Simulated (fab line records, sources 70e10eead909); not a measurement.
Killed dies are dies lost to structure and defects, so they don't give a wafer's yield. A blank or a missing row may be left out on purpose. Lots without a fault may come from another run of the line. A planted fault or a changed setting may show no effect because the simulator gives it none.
Chamber matching | flow nand_harc | NHARC_A_SGD_CUT_DEP_00 on pecvd-04: 3 sister chambers
The step deposits SiNx, target thk 50 nm. 3 wafers are shown with their chamber, then 8 later ones without.

WAFERS WITH THEIR CHAMBER
wafer  | chamber | heater_power_w (W)
L207.1 | 1       | 541
L207.2 | 0       | 564
L209.1 | 2       | 748

WAFERS WITHOUT THEIR CHAMBER
wafer  | heater_power_w (W)
L209.3 | 644
L209.5 | 652
L208.2 | 730
L208.4 | 629
L208.6 | 558
L210.1 | 645
L210.2 | 770
L210.3 | 652

WHICH CHAMBER EACH WENT THROUGH
wafer  | from the rows above          | in truth
L209.3 | can't be placed: 0 or 1 or 2 | 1
L209.5 | can't be placed: 0 or 2 or 1 | 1
L208.2 | 2                            | 2
L208.4 | can't be placed: 0 or 1 or 2 | 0
L208.6 | can't be placed: 0 or 1      | 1
L210.1 | can't be placed: 0 or 2 or 1 | 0
L210.2 | 2                            | 2
L210.3 | can't be placed: 0 or 2 or 1 | 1
Placed correctly: 2 of 8. Can't be placed from these rows: 6 (the true chamber is among the candidates in 6). Placed wrongly: 0.
How it was worked out, from the rows above alone: a wafer's distance from a chamber is the root of the sum, over the readings, of the square of ((its reading less the chamber's mean) divided by the reading's scatter). The wafer belongs to the nearest chamber; if the next one is less than 2 further off, it can't be placed. A chamber's mean is the mean of its shown wafers. The scatter: with one shown wafer a chamber, the root of the mean of the squares of how far each hidden wafer lies from its nearest shown one.
